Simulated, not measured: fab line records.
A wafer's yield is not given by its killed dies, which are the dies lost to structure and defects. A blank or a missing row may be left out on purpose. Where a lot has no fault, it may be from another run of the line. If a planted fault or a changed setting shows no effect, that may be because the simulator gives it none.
fab line records -- flow nandHarc
[record] lots = 13, wafers = 39, lastDay = 33
route steps=1302 shown P_GATE@145 END@1302
lots that met no fault: taken from a fault-free run of the same line
startH: the number of hours between the record's first day and the start of the first shown wafer of the lot -- waitH: how many hours have passed since the lot's step before this one -- " repeats the value in the row above -- L1.1+2: several wafers, shown together as one row -- - value missing, or start not given -- * or withheld: withheld -- < > ~ a bound
route shown NAME@n: a module of which the file shows steps, and the number in the route of the first -- usual: mean/standard deviation taken from wafers without a fault -- same: alike in all rows -- chamber/n: place in a boat -- sites: the reading at each site -- _std_site: standard deviation of those values -- _edge_site: mean of outer sites minus mean of inner sites -- radiusMm: for every site, how far away it sits from the centre of the wafer -- mask NAME#n: copy n -- behind: the last tool/chamber to shape the wafer -- hold: the reason the lot was held/the length of the hold in hours/how it ended -- device: the transistor (n, p or np) that didn't switch -- end of line: at the end of the route, the tests of the same wafers -- a step given without rows: its recipe and nothing more -- killed: dies lost to structure and defects at the first sort, not the wafer's yield -- map: a wafer's dies, marking killed ones x, the rest . and places with no die _
set.NAME: the setting as run; set.NAME@STEP: as run at that earlier step -- model.NAME: the simulator's own value behind a step, which no gauge read
the route's steps for a sample of lots (tables are steps, rows are wafers)
services: when a tool's chamber went out of use (startH, in hours from the record's first day, below 0 if earlier), for how many hours, and the reason
[[steps]]
[step NHARC_P_GATE_ETCH_104]
[recipe] targetDepthA = 600, timeS = withheld, cf4FlowSccm = 100, chf3FlowSccm = 30, arFlowSccm = 0, rfW = 500, biasW = 200, chemistry = CF4/CHF3
[usual] cf4FlowSccm = 100.00/0.29, drypumpMotorCurrentA = 5.6/0.31, oesProductAu = 0.947/0.024, rfVppV = 370.6/1.9, showerheadPlenumPTorr = 1.58/0.051, throttleValvePct = 16.803/0.0094
lot.wafer,tool,chamber,startH,waitH,cf4FlowSccm,drypumpMotorCurrentA,oesProductAu,rfVppV,showerheadPlenumPTorr,throttleValvePct
L802.2,rieDiel-04,1,101.91,0.1,100.32,6.0,0.947,370.9,1.56,16.803
L802.1,rieDiel-04,3,101.91,0.1,100.11,6.2,0.940,369.5,1.55,16.799
L802.5,rieDiel-04,1,101.91,0.1,99.97,5.9,0.941,369.1,1.56,16.806
L807.2,rieDiel-08,1,147.45,0.1,99.71,5.5,0.945,367.4,1.51,16.809
L807.4,rieDiel-08,0,147.45,0.1,99.90,5.1,0.917,369.8,1.53,16.792
L807.5,rieDiel-08,1,147.45,0.1,99.97,5.5,0.945,366.4,1.51,16.798
L808.2,rieDiel-08,1,151.92,0.1,99.57,5.5,0.944,367.6,1.51,16.784
L808.3,rieDiel-08,3,151.92,0.1,99.65,5.8,0.918,371.7,1.61,16.799
L808.1,rieDiel-08,0,151.92,0.1,100.43,5.1,0.912,368.7,1.53,16.787
L809.2,rieDiel-06,2,163.19,0.1,100.14,5.8,0.976,369.6,1.54,16.809
L809.3,rieDiel-06,3,163.19,0.1,100.66,5.4,0.954,370.5,1.61,16.803
L809.4,rieDiel-06,0,163.19,0.1,99.79,5.3,0.973,372.7,1.58,16.807
L810.2,rieDiel-08,0,177.35,0.1,100.67,5.1,0.907,367.5,1.53,16.784
L810.1,rieDiel-08,3,177.35,0.1,99.91,5.8,0.911,370.8,1.61,16.788
L810.5,rieDiel-08,1,177.35,0.1,99.86,5.5,0.948,367.4,1.51,16.807
L811.3,rieDiel-06,2,184.57,0.1,99.92,5.8,0.960,369.7,1.54,16.825
L811.4,rieDiel-06,3,184.57,0.1,99.77,5.4,0.944,371.9,1.61,16.810
L811.6,rieDiel-06,2,184.57,0.1,99.91,5.7,0.965,369.3,1.54,16.812
L814.4,rieDiel-06,0,227.16,0.1,100.08,5.3,0.976,371.4,1.58,16.812
L814.3,rieDiel-06,3,227.16,0.1,100.16,5.5,0.968,371.0,1.61,16.807
L814.5,rieDiel-06,1,227.16,0.1,100.20,6.0,0.943,373.7,1.63,16.815
L818.2,rieDiel-08,0,256.02,0.1,100.24,5.1,0.929,369.3,1.53,16.802
L818.4,rieDiel-08,1,256.02,0.1,99.45,5.5,0.932,368.6,1.51,16.802
L818.1,rieDiel-08,2,256.02,0.1,99.32,5.5,0.938,373.6,1.69,16.798
L819.3,rieDiel-06,1,263.76,0.1,100.22,6.0,0.909,373.9,1.63,16.791
L819.4,rieDiel-06,2,263.76,0.1,99.56,5.8,0.944,368.1,1.54,16.815
L819.1,rieDiel-06,3,263.76,0.1,99.74,5.4,0.923,372.0,1.61,16.806
L821.1,rieDiel-08,0,283.92,0.1,99.22,5.1,0.980,368.6,1.53,16.803
L821.2,rieDiel-08,1,283.92,0.1,99.79,5.5,0.952,367.7,1.51,16.787
L821.4,rieDiel-08,1,283.92,0.1,99.67,5.5,0.959,369.2,1.51,16.815
L822.3,rieDiel-06,2,298.81,0.1,99.69,5.7,0.948,367.7,1.54,16.780
L822.4,rieDiel-06,3,298.81,0.1,100.01,5.4,0.911,372.1,1.61,16.806
L822.6,rieDiel-06,0,298.81,0.1,99.91,5.3,0.931,370.1,1.58,16.787
L823.4,rieDiel-06,1,303.07,0.1,100.54,5.9,0.953,372.1,1.63,16.802
L823.2,rieDiel-06,3,303.07,0.1,100.06,5.4,0.979,371.8,1.61,16.803
L823.1,rieDiel-06,0,303.07,0.1,100.23,5.3,0.972,371.5,1.58,16.798
L824.3,rieDiel-08,0,318.02,0.1,99.88,5.1,0.984,369.7,1.53,16.797
L824.2,rieDiel-08,2,318.02,0.1,100.39,5.4,0.961,374.7,1.69,16.783
L824.6,rieDiel-08,0,318.02,0.1,99.58,5.1,1.005,369.2,1.53,16.820
[step NHARC_P_GATE_IMPLANT_49]
[recipe] energyKev = 30, doseCm2 = 3e+15, tiltDeg = 7
[usual] beamEnergyKeV = 30.002/0.0083, beamOnS = 31.3/1.7
lot.wafer,tool,chamber,startH,waitH,beamEnergyKeV,beamOnS
L802.1,implanter-02,0,113.98,0.1,29.998,31.9
L802.2,implanter-02,0,113.98,0.1,30.008,32.1
L802.5,implanter-02,0,113.98,0.1,29.995,31.8
L807.2,implanter-01,0,159.37,0.1,30.001,28.8
L807.4,implanter-01,0,159.37,0.1,29.982,29.4
L807.5,implanter-01,0,159.37,0.1,29.991,30.1
L808.1,implanter-02,0,164.09,0.1,29.993,32.6
L808.2,implanter-02,0,164.09,0.1,30.006,33.2
L808.3,implanter-02,0,164.09,0.1,29.997,32.6
L809.2,implanter-01,-,175.68,0.2,-,-
L809.3,implanter-01,-,175.68,0.2,-,-
L809.4,implanter-01,-,175.68,0.2,-,-
L810.1,implanter-02,-,189.36,0.1,-,-
L810.2,implanter-02,-,189.36,0.1,-,-
L810.5,implanter-02,-,189.36,0.1,-,-
L811.3,implanter-01,-,196.63,0.2,-,-
L811.4,implanter-01,-,196.63,0.2,-,-
L811.6,implanter-01,-,196.63,0.2,-,-
L814.3,implanter-01,0,239.31,0.2,29.998,28.4
L814.4,implanter-01,0,239.31,0.2,30.015,29.1
L814.5,implanter-01,0,239.31,0.2,30.002,29.7
L818.1,implanter-01,0,267.85,0.1,30.001,29.5
L818.2,implanter-01,0,267.85,0.1,29.998,29.7
L818.4,implanter-01,0,267.85,0.1,29.999,29.0
L819.1,implanter-02,0,275.83,0.1,29.986,34.3
L819.3,implanter-02,0,275.83,0.1,30.005,31.3
L819.4,implanter-02,0,275.83,0.1,29.992,33.7
L821.1,implanter-02,0,295.99,0.1,30.020,32.8
L821.2,implanter-02,0,295.99,0.1,30.006,33.3
L821.4,implanter-02,0,295.99,0.1,30.005,33.0
L822.3,implanter-02,0,310.85,0.2,30.018,32.1
L822.4,implanter-02,0,310.85,0.2,30.005,33.2
L822.6,implanter-02,0,310.85,0.2,30.007,32.0
L823.1,implanter-01,0,315.05,0.1,30.022,29.5
L823.2,implanter-01,0,315.05,0.1,30.018,29.3
L823.4,implanter-01,0,315.05,0.1,30.007,28.4
L824.2,implanter-02,0,329.91,0.1,30.011,32.8
L824.3,implanter-02,0,329.91,0.1,29.996,32.6
L824.6,implanter-02,0,329.91,0.1,30.001,33.5
[step NHARC_P_GATE_CD_MEAS_59]
[recipe] targetCdNm = 720, landingEnergyEv = 500
[usual] cdNm = 720.9/2.2
lot.wafer,tool,chamber,startH,waitH,cdNm
L802.1,cdSem-02,0,115.43,-,720.4
L802.2,cdSem-02,0,115.43,-,719.3
L802.5,cdSem-02,0,115.43,-,719.5
L807.2,cdSem-03,0,160.66,-,718.6
L807.4,cdSem-03,0,160.66,-,723.5
L807.5,cdSem-03,0,160.66,-,719.3
L808.1,cdSem-01,0,165.46,-,722.0
L808.2,cdSem-01,0,165.46,-,722.3
L808.3,cdSem-01,0,165.46,-,726.8
L809.2,cdSem-03,0,177.11,-,724.1
L809.3,cdSem-03,0,177.11,-,720.5
L809.4,cdSem-03,0,177.11,-,726.3
L810.1,cdSem-01,0,190.68,-,720.9
L810.2,cdSem-01,0,190.68,-,719.7
L810.5,cdSem-01,0,190.68,-,722.8
L811.3,cdSem-01,0,197.89,-,716.1
L811.4,cdSem-01,0,197.89,-,719.6
L811.6,cdSem-01,0,197.89,-,723.1
L814.3,cdSem-01,0,240.72,-,716.6
L814.4,cdSem-01,0,240.72,-,721.1
L814.5,cdSem-01,0,240.72,-,722.0
L818.1,cdSem-01,0,269.30,-,720.5
L818.2,cdSem-01,0,269.30,-,720.3
L818.4,cdSem-01,0,269.30,-,723.0
L819.1,cdSem-03,0,277.27,-,722.1
L819.3,cdSem-03,0,277.27,-,720.6
L819.4,cdSem-03,0,277.27,-,722.8
L821.1,cdSem-03,0,297.31,-,721.4
L821.2,cdSem-03,0,297.31,-,718.2
L821.4,cdSem-03,0,297.31,-,718.7
L822.3,cdSem-03,0,312.12,-,723.7
L822.4,cdSem-03,0,312.12,-,717.5
L822.6,cdSem-03,0,312.12,-,720.1
L823.1,cdSem-03,0,316.49,-,719.9
L823.2,cdSem-03,0,316.49,-,719.1
L823.4,cdSem-03,0,316.49,-,719.8
L824.2,cdSem-03,0,331.20,-,721.4
L824.3,cdSem-03,0,331.20,-,720.3
L824.6,cdSem-03,0,331.20,-,723.0
[step NHARC_P_GATE_STRIP_76]
[recipe] powerW = 1500, tempC = 250, chemistry = O2
[usual] drypumpMotorCurrentA = 5.4/0.43, heaterPowerW = 351/51
lot.wafer,tool,chamber,startH,waitH,drypumpMotorCurrentA,heaterPowerW,rfHoursCounterH
L802.2,plasmaAsher-02,0,116.21,0.2,5.0,318,29
L802.1,plasmaAsher-02,1,116.21,0.2,5.8,418,29
L802.5,plasmaAsher-02,1,116.21,0.2,5.8,420,-
L807.2,plasmaAsher-02,0,161.46,0.2,5.1,298,1
L807.4,plasmaAsher-02,1,161.46,0.2,5.8,426,-
L807.5,plasmaAsher-02,1,161.46,0.2,5.8,426,-
L808.2,plasmaAsher-02,1,166.39,0.2,5.8,430,4
L808.1,plasmaAsher-02,0,166.39,0.2,5.0,307,4
L808.3,plasmaAsher-02,1,166.39,0.2,5.8,432,-
L809.2,plasmaAsher-02,1,177.92,0.2,5.8,432,7
L809.3,plasmaAsher-02,0,177.92,0.2,5.0,303,-
L809.4,plasmaAsher-02,1,177.92,0.2,5.8,430,-
L810.2,plasmaAsher-01,1,191.47,0.2,5.8,344,2
L810.1,plasmaAsher-01,0,191.47,0.2,4.9,321,2
L810.5,plasmaAsher-01,0,191.47,0.2,4.9,323,-
L811.4,plasmaAsher-01,1,198.70,0.2,5.9,341,-
L811.3,plasmaAsher-01,0,198.70,0.2,4.9,331,-
L811.6,plasmaAsher-01,1,198.70,0.2,5.9,335,-
L814.3,plasmaAsher-02,1,241.53,0.2,5.8,423,-
L814.4,plasmaAsher-02,0,241.53,0.2,5.1,300,-
L814.5,plasmaAsher-02,0,241.53,0.2,5.0,297,-
L818.1,plasmaAsher-02,1,270.08,0.2,5.8,425,25
L818.2,plasmaAsher-02,0,270.08,0.2,5.1,294,25
L818.4,plasmaAsher-02,1,270.08,0.2,5.8,434,-
L819.1,plasmaAsher-02,0,278.05,0.2,5.0,301,27
L819.4,plasmaAsher-02,0,278.05,0.2,5.1,302,-
L819.3,plasmaAsher-02,1,278.05,0.2,5.8,438,-
L821.1,plasmaAsher-02,1,298.09,0.2,5.8,426,32
L821.2,plasmaAsher-02,0,298.09,0.2,5.0,300,32
L821.4,plasmaAsher-02,0,298.09,0.2,5.1,300,-
L822.4,plasmaAsher-01,1,312.92,0.2,5.8,341,-
L822.3,plasmaAsher-01,0,312.92,0.2,4.9,333,-
L822.6,plasmaAsher-01,1,312.92,0.2,5.9,339,-
L823.2,plasmaAsher-02,1,317.28,0.2,5.8,445,35
L823.1,plasmaAsher-02,0,317.28,0.2,5.0,297,35
L823.4,plasmaAsher-02,0,317.28,0.2,5.0,299,-
L824.2,plasmaAsher-01,1,331.99,0.2,5.8,343,31
L824.3,plasmaAsher-01,0,331.99,0.2,4.9,331,-
L824.6,plasmaAsher-01,1,331.99,0.2,5.8,340,-
[step NHARC_END_SORT_01]
[recipe] tempC = 25
[usual] killedAtArray = 61/26, killedAtOther = 0.8/1.1, killedAtPeriphery = 4.0/2.6, killedDies = 66/26, killedOpen = 3.1/1.7, killedShort = 2.5/1.5
[same] grossDies = 677
lot.wafer,tool,chamber,startH,waitH,killedAtArray,killedAtOther,killedAtPeriphery,killedDies,killedOpen,killedShort
L809.2,prober-01,0,626.97,2.8,95,0,582,677,0,3
L809.3,prober-01,0,627.76,3.1,116,0,561,677,6,2
L809.4,prober-01,0,628.56,3.4,99,0,578,677,3,3
L810.1,prober-02,0,642.80,2.5,83,1,593,677,2,4
L810.2,prober-02,0,643.61,2.8,103,1,573,677,3,2
L810.5,prober-02,0,646.05,3.8,125,0,552,677,2,2
L811.3,prober-01,0,644.33,3.1,32,1,644,677,5,2
L811.4,prober-01,0,645.13,3.4,34,1,642,677,1,2
L811.6,prober-01,0,646.72,4.0,34,1,642,677,1,5
// killed by level:class
L809.2 P_GATE:areaImplant=572 A_CHANNEL_HOLE_D2:chamberFilmFlake=28 A_SLIT:chamberFilmFlake=28 A_CHANNEL_HOLE_D1:chamberFilmFlake=25 P_BONDPAD:chamberFilmFlake=5 A_CONTACT:chamberFilmFlake=5 A_STAIRCASE:chamberFilmFlake=3 P_CONTACT:chamberFilmFlake=2
L809.3 P_GATE:areaImplant=556 A_CHANNEL_HOLE_D2:chamberFilmFlake=37 A_CHANNEL_HOLE_D1:chamberFilmFlake=32 A_SLIT:chamberFilmFlake=31 A_CONTACT:chamberFilmFlake=7 A_DECK1_JOINT:geometricParticle:open=2 P_GATE:chamberFilmFlake=2 P_M0:geometricParticle:short=1
L809.4 P_GATE:areaImplant=570 A_SLIT:chamberFilmFlake=31 A_CHANNEL_HOLE_D2:chamberFilmFlake=29 A_CHANNEL_HOLE_D1:chamberFilmFlake=27 P_BONDPAD:chamberFilmFlake=5 A_CHANNEL_FILL_D2:chamberFilmFlake=3 A_ONON_D1:geometricParticle:short=2 A_STAIRCASE:chamberFilmFlake=2
L810.1 P_GATE:areaImplant=592 A_CHANNEL_HOLE_D1:chamberFilmFlake=27 A_SLIT:chamberFilmFlake=24 A_CHANNEL_HOLE_D2:chamberFilmFlake=17 A_CONTACT:chamberFilmFlake=6 P_CONTACT:geometricParticle:short=1 A_CHANNEL_HOLE_D1:geometricParticle:short=1 A_ONON_D2:geometricParticle:open=1
L810.2 P_GATE:areaImplant=571 A_CHANNEL_HOLE_D2:chamberFilmFlake=35 A_SLIT:chamberFilmFlake=30 A_CHANNEL_HOLE_D1:chamberFilmFlake=29 A_ONON_D1:geometricParticle:open=1 A_DECK1_JOINT:geometricParticle:short=1 A_WL_FILL:geometricParticle:short=1 A_CONTACT:geometricParticle:open=1
L811.3 P_GATE:areaImplant=640 A_CHANNEL_HOLE_D2:chamberFilmFlake=14 A_CONTACT:chamberFilmFlake=5 A_CHANNEL_HOLE_D1:chamberFilmFlake=4 A_ONON_D1:geometricParticle:open=2 A_WL_FILL:chamberFilmFlake=2 P_CONTACT:geometricParticle:short=1 P_CONTACT:geometricParticle:open=1
L811.4 P_GATE:areaImplant=642 A_CHANNEL_HOLE_D2:chamberFilmFlake=13 A_CHANNEL_HOLE_D1:chamberFilmFlake=5 A_SLIT:chamberFilmFlake=4 A_CONTACT:chamberFilmFlake=4 A_STAIRCASE:chamberFilmFlake=2 A_WL_FILL:chamberFilmFlake=2 A_SOURCE_PLATE:geometricParticle:short=1
L810.5 P_GATE:areaImplant=545 A_CHANNEL_HOLE_D1:chamberFilmFlake=40 A_SLIT:chamberFilmFlake=40 A_CHANNEL_HOLE_D2:chamberFilmFlake=34 A_DECK1_JOINT:chamberFilmFlake=4 P_ZERO_WELL:chamberFilmFlake=3 P_GATE:chamberFilmFlake=3 P_CONTACT:geometricParticle:short=1
L811.6 P_GATE:areaImplant=639 A_CHANNEL_HOLE_D2:chamberFilmFlake=14 A_CHANNEL_HOLE_D1:chamberFilmFlake=5 A_CONTACT:chamberFilmFlake=5 A_SLIT:chamberFilmFlake=4 A_WL_FILL:geometricParticle:short=2 P_CONTACT:geometricParticle:short=1 P_M0:geometricParticle:short=1
[[services]]
tool,chamber,startH,hours,kind
rieDiel-06,1,78.29,2.5,repair
implanter-02,-,80.80,4.9,repair
rieDiel-08,3,102.16,12.0,repair
rieDiel-06,-,130.20,9.0,pm
plasmaAsher-02,-,137.85,4.1,repair
plasmaAsher-02,-,144.74,9.0,pm
implanter-02,-,146.52,13.0,pm
rieDiel-08,3,146.55,4.5,repair
rieDiel-06,3,147.40,10.5,repair
rieDiel-06,2,149.92,2.8,repair
implanter-02,-,170.76,4.2,repair
rieDiel-08,2,175.52,6.6,repair
implanter-02,-,179.05,1.5,repair
rieDiel-08,-,190.80,9.0,pm
rieDiel-08,2,211.32,9.2,repair
rieDiel-08,1,212.18,7.5,repair
implanter-01,-,220.08,1.9,repair
implanter-01,-,229.18,1.8,repair
rieDiel-08,-,242.21,0.2,repair
rieDiel-08,3,245.28,7.5,repair
rieDiel-08,2,276.68,20.8,repair
implanter-02,-,299.48,1.3,repair
rieDiel-06,-,307.20,9.0,pm
plasmaAsher-02,-,321.74,9.0,pm
[[key]]
[firstSign] step = NHARC_P_GATE_IMPLANT_49, reading = toolRecord, direction = missing
[effect] step = NHARC_END_SORT_01, reading = killedAtPeriphery, direction = up, sigmas = 99+, usual = 4.0, struck = 596.3
[moreKillsBornAt] NHARC_P_GATE_IMPLANT_49@implanter-01 = 3619, NHARC_P_GATE_IMPLANT_49@implanter-02 = 1708
metAt NHARC_P_GATE_IMPLANT_49
struckLots L809,L810,L811
laterRowsLeftOut L809.2,L809.3,L809.4,L810.1,L810.2,L810.5,L811.3,L811.4,L811.6
testerLeftOut L809,L810,L811
notActingAt NHARC_P_GATE_ETCH_104,NHARC_P_GATE_CD_MEAS_59,NHARC_P_GATE_STRIP_76
onsetBetween 164.09 175.68
[fault] kind = skippedStepWhole, tool = implanter-01,implanter-02, chamber = -, onsetH = 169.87, steps = NHARC_P_GATE_IMPLANT_49, scope = struckLotsOnly
// testerLeftOut: of these lots the tester's yield and bins aren't shown, on N5 and GAA mostly nor the transistor test; their killed dies are dies lost to structure and defects alone, not to doping, threshold or leakage, so they don't give the yield
// laterRowsLeftOut: the simulator's readings of these wafers behind a module that went badly wrong aren't trusted and aren't shown, but for the sort
